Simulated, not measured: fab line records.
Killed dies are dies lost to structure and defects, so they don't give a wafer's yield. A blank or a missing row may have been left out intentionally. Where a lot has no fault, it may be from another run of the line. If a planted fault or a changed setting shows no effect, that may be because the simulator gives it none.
Matching of chambers / flow nandHarc / cmp-03 running NHARC_A_CONTACT_CMP_20: 4 sister chambers
The step polishes, t overpolish 30 s, target thk 300 nm. 14 wafers are shown with their chamber, then 6 later ones without.

EACH WAFER AND ITS CHAMBER
wafer=L486.1; chamber=2; motorCurrentA (A)=11.9; retainingRingPressureFrac=0.994; timeToEndpointS (s)=58
wafer=L486.3; chamber=3; motorCurrentA (A)=11.4; retainingRingPressureFrac=0.999; timeToEndpointS (s)=61
wafer=L486.6; chamber=3; motorCurrentA (A)=11.7; retainingRingPressureFrac=1.005; timeToEndpointS (s)=58
wafer=L490.2; chamber=2; motorCurrentA (A)=11.8; retainingRingPressureFrac=0.995; timeToEndpointS (s)=59
wafer=L490.3; chamber=3; motorCurrentA (A)=10.9; retainingRingPressureFrac=0.993; timeToEndpointS (s)=63
wafer=L497.1; chamber=3; motorCurrentA (A)=11.6; retainingRingPressureFrac=0.999; timeToEndpointS (s)=69
wafer=L497.2; chamber=2; motorCurrentA (A)=11.2; retainingRingPressureFrac=1.012; timeToEndpointS (s)=66
wafer=L497.6; chamber=0; motorCurrentA (A)=11.7; retainingRingPressureFrac=0.999; timeToEndpointS (s)=73
wafer=L498.2; chamber=2; motorCurrentA (A)=11.9; retainingRingPressureFrac=1.003; timeToEndpointS (s)=58
wafer=L498.5; chamber=1; motorCurrentA (A)=12.9; retainingRingPressureFrac=1.012; timeToEndpointS (s)=61
wafer=L498.6; chamber=0; motorCurrentA (A)=12.2; retainingRingPressureFrac=1.000; timeToEndpointS (s)=62
wafer=L500.1; chamber=3; motorCurrentA (A)=11.3; retainingRingPressureFrac=0.994; timeToEndpointS (s)=64
wafer=L500.5; chamber=3; motorCurrentA (A)=11.7; retainingRingPressureFrac=0.997; timeToEndpointS (s)=63
wafer=L500.6; chamber=2; motorCurrentA (A)=12.1; retainingRingPressureFrac=1.002; timeToEndpointS (s)=62

SIGNATURES (averages over the wafers above)
reading=motorCurrentA; chamber 0=11.950; chamber 1=12.900; chamber 2=11.780; chamber 3=11.433; scatter within a chamber=0.327
reading=retainingRingPressureFrac; chamber 0=0.99950; chamber 1=1.01200; chamber 2=1.00120; chamber 3=0.99783; scatter within a chamber=0.00551
reading=timeToEndpointS; chamber 0=67.50; chamber 1=61.00; chamber 2=60.60; chamber 3=63.00; scatter within a chamber=4.17
Rule: distance of a wafer from a chamber = root of the sum over the readings of ((wafer's reading minus chamber's mean) / reading's scatter) squared. The wafer belongs to the nearest chamber; if the next one is less than 2 further off, it can't be placed. How the scatter is found: for the shown wafers, subtract from each reading the mean of its chamber, square and add these, divide the total by (wafers less chambers), then take the root.

WAFERS MISSING THEIR CHAMBER
wafer=L499.2; motorCurrentA (A)=11.6; retainingRingPressureFrac=1.001; timeToEndpointS (s)=58
wafer=L499.5; motorCurrentA (A)=11.8; retainingRingPressureFrac=0.997; timeToEndpointS (s)=65
wafer=L499.6; motorCurrentA (A)=13.2; retainingRingPressureFrac=0.997; timeToEndpointS (s)=63
wafer=L506.1; motorCurrentA (A)=12.1; retainingRingPressureFrac=1.008; timeToEndpointS (s)=61
wafer=L506.2; motorCurrentA (A)=11.5; retainingRingPressureFrac=1.004; timeToEndpointS (s)=63
wafer=L506.5; motorCurrentA (A)=11.5; retainingRingPressureFrac=1.009; timeToEndpointS (s)=59

CHAMBER TAKEN BY EACH
wafer=L499.2; from the rows above=can't be placed: 2 or 3 or 0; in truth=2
wafer=L499.5; from the rows above=can't be placed: 0 or 3 or 2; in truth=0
wafer=L499.6; from the rows above=can't be placed: 1 or 0 or 2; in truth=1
wafer=L506.1; from the rows above=can't be placed: 2 or 0 or 1 or 3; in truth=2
wafer=L506.2; from the rows above=can't be placed: 3 or 2 or 0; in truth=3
wafer=L506.5; from the rows above=can't be placed: 2 or 3 or 0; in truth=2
0 of 6 placed correctly. Unplaceable from these rows: 6, with the true chamber sitting among the candidates in 6. Number placed wrongly: 0.
